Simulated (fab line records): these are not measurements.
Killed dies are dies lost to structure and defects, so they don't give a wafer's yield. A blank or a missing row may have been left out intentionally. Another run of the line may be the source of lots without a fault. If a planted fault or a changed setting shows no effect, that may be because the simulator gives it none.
Comparing a struck lot with a sound one -- flow n5Finfet -- 42 steps out of a route of 1938
Sound: the wafers L899.3, L899.4, L899.5. Struck: wafers L910.1, L910.2, L910.5. The cause comes at the end.
Per side, at each step with rows, come the tool, then ch with its chambers, and then its first start. Under that, the readings that differ: sound wafers -- struck wafers -- difference of the means -- sigmas: that difference in standard deviations of wafers without a fault.
alike: words and numbers the same on both sides, and readings whose means are apart by under 2 such deviations; not compared: readings that were withheld, readings missing a value for some wafer, numbers with overlapping values and no deviation given by the record, and bounds like >300 which may hide the same value.
A row with sigmas, a row that says differs or no value, or rows on one side alone: a step with any of these is where the two part. When numbers do not overlap yet have no deviation, they are printed without sigmas and do not part them. Lack of a reading on every wafer of one side parts them only where that side has two or more wafers.

first, 12 steps without rows for these wafers: N5_SD_EPI_N_STRIP_36 (strips in N2/H2); N5_SD_EPI_N_ETCHBACK_44 (etches SiNx in CH3F/O2, stops on SiO2, target depth 14.5 nm); N5_SD_EPI_N_ETCH_45 (etches SiOCN in CH3F/O2, target depth 6 nm); N5_SD_EPI_N_ETCH_16 (etches SiO2 in CHF3/O2, target depth 5 nm); N5_SD_EPI_N_STRIP_47 (strips in CHF3/O2); N5_SD_EPI_N_SD_RECESS_17 (chemistry HBr/Cl2/O2, target depth 41 nm, time 23.7 s, bt time 3 s); N5_SD_EPI_N_STRIP_38 (strips in N2/H2); N5_SD_EPI_N_WET_ETCH_43 (etches SiO2 in dHF, time 14 s, target depth 1.5 nm); N5_SD_EPI_N_STRIP_18 (strips in SPM, time 750 s); N5_SD_EPI_N_SRD_20 (time 30 s); N5_SD_EPI_N_PRECLEAN_48 (cleans in NF3:NH3, afs cycles 2, time 20 s, sublimation time 60 s); N5_SD_EPI_N_VAPOR_ETCH_50 (etches Si in HCl, time 54 s).
N5_SD_EPI_N_EPI_21: deposits Si:P, time 690 s.
  sound on epiRpcvd-04 ch 0, day 4 04:07; struck on epiRpcvd-04 ch 0, day 7 07:05
  alike: lampInnerPct
then, 4 steps without rows for these wafers: N5_SD_EPI_N_PRECLEAN_24 (cleans in O3/DIW, time 60 s); N5_SD_EPI_N_SRD_25 (time 30 s); N5_SD_EPI_N_PRECLEAN_49 (cleans in NF3:NH3, afs cycles 1, time 20 s, sublimation time 60 s); N5_SD_EPI_N_LINER_46 (material SiNx, target thk 3 nm).
N5_SD_EPI_N_INSPECT_26: inspects for defects (darkfield).
  sound: defectInspect-01 at day 4 06:35; struck: defectInspect-01 at day 7 09:38
reading,sound,struck,difference,sigmas
rawDefectCount,174 174 213,858 911 987,+732,+19
then, 8 steps without rows for these wafers: N5_SD_EPI_P_COAT_34 (time 60 s, resist thk 350 nm); N5_SD_EPI_P_COAT_35 (time 60 s, resist thk 35 nm); N5_SD_EPI_P_COAT_03 (resist thk 150 nm); N5_SD_EPI_P_EBR_05; N5_SD_EPI_P_SOFTBAKE_04 (time 60 s); N5_SD_EPI_P_EXPOSE_06 (exposes mask SD P BLK, target cd 240 nm); N5_SD_EPI_P_PEB_07 (peb time 60 s); N5_SD_EPI_P_DEVELOP_08 (develop time 30 s).
N5_SD_EPI_P_INSPECT_11: inspects for defects (macro).
  sound: defectInspect-01 at day 4 07:02; struck: defectInspect-01 at day 7 10:06
reading,sound,struck,difference,sigmas
rawDefectCount,0 5 3,>300 >300 >300,differs,
then, 12 steps without rows for these wafers: N5_SD_EPI_P_DESCUM_14 (chemistry O2, time 7.9 s); N5_SD_EPI_P_ETCH_36 (etches SiARC in CF4, target depth 45.5 nm, time 75.8 s); N5_SD_EPI_P_ETCH_37 (etches SOC in N2/H2, overetch 108 nm, time 486 s); N5_SD_EPI_P_STRIP_38 (strips in N2/H2); N5_SD_EPI_P_ETCHBACK_46 (etches SiNx in CH3F/O2, stops on SiO2, target depth 17.5 nm); N5_SD_EPI_P_ETCH_47 (etches SiOCN in CH3F/O2, target depth 25 nm); N5_SD_EPI_P_ETCH_16 (etches SiO2 in CHF3/O2, target depth 5 nm); N5_SD_EPI_P_STRIP_50 (strips in CHF3/O2); N5_SD_EPI_P_SD_RECESS_17 (chemistry HBr/Cl2/O2, target depth 39.1 nm, bt time 3 s); N5_SD_EPI_P_WET_ETCH_45 (etches SiO2 in dHF, time 10.7 s, target depth 2 nm, rinse time 30 s); N5_SD_EPI_P_STRIP_40 (strips in N2/H2); N5_SD_EPI_P_PRECLEAN_52 (cleans in O3/DIW, time 60 s).
N5_SD_EPI_P_INSPECT_26: inspects for defects (darkfield).
  sound: defectInspect-01 at day 4 10:48; struck: defectInspect-02 at day 7 14:59
reading,sound,struck,difference,sigmas
rawDefectCount,169 224 170,826 899 909,+690,+19
-- a jump in the record: the struck wafers' starts before and after are 5 days apart (it breaks off in module SD_EPI_P and resumes in module BEOL_M4, where the first step shown is number 1111 of the route) --
N5_BEOL_M4_RC_MEAS_101:
  sound on prober-01 ch 0, day 9 05:26; struck on prober-01 ch 0, day 12 03:56
  alike: DIBL_N, DIBL_P, IOFF_N, IOFF_P, ION_N, ION_P, SS_N, SS_P, VT_N, VT_P
-- the record jumps here: 4 days lie between the struck wafers' starts before and after (it left off in module BEOL_M4 and takes up again in module PASSIVATION, whose first step shown is number 1936 of the route) --
N5_PASSIVATION_PROBE_49:
  sound: prober-01 at day 13 04:13; struck: prober-02 at day 16 06:08
reading,sound,struck,difference,sigmas
defectLimitedYield (%),92.9 92.5 93.2,84.4 84.8 84.2,-8.4,-6
killedAtFrontEnd,29 39 30,117 114 108,+80,+7
killedDies,84 88 80,184 179 186,+99,+6
killedOnRim,13 11 7,33 31 29,+21,+5
sort_bin_5_function (%),4.2 4.5 3.9,9.3 9.8 8.7,+5.1,+5
sort_bin_6_memory (%),2.7 2.5 2.7,4.3 3.6 4.8,+1.6,+2
sortNPass,1096 1092 1100,996 1001 994,-99,-6
sortYieldPct (%),92.9 92.5 93.2,84.4 84.8 84.2,-8.4,-6
  alike: killed_at_M0_to_M3, killed_at_M4_up, killedAtContacts, killedAtOther, killedOpen, killedShort

## WHERE THEY PART
At N5_SD_EPI_N_INSPECT_26 first; at N5_PASSIVATION_PROBE_49 last (within this record only).

WHY: the cause the simulator had injected
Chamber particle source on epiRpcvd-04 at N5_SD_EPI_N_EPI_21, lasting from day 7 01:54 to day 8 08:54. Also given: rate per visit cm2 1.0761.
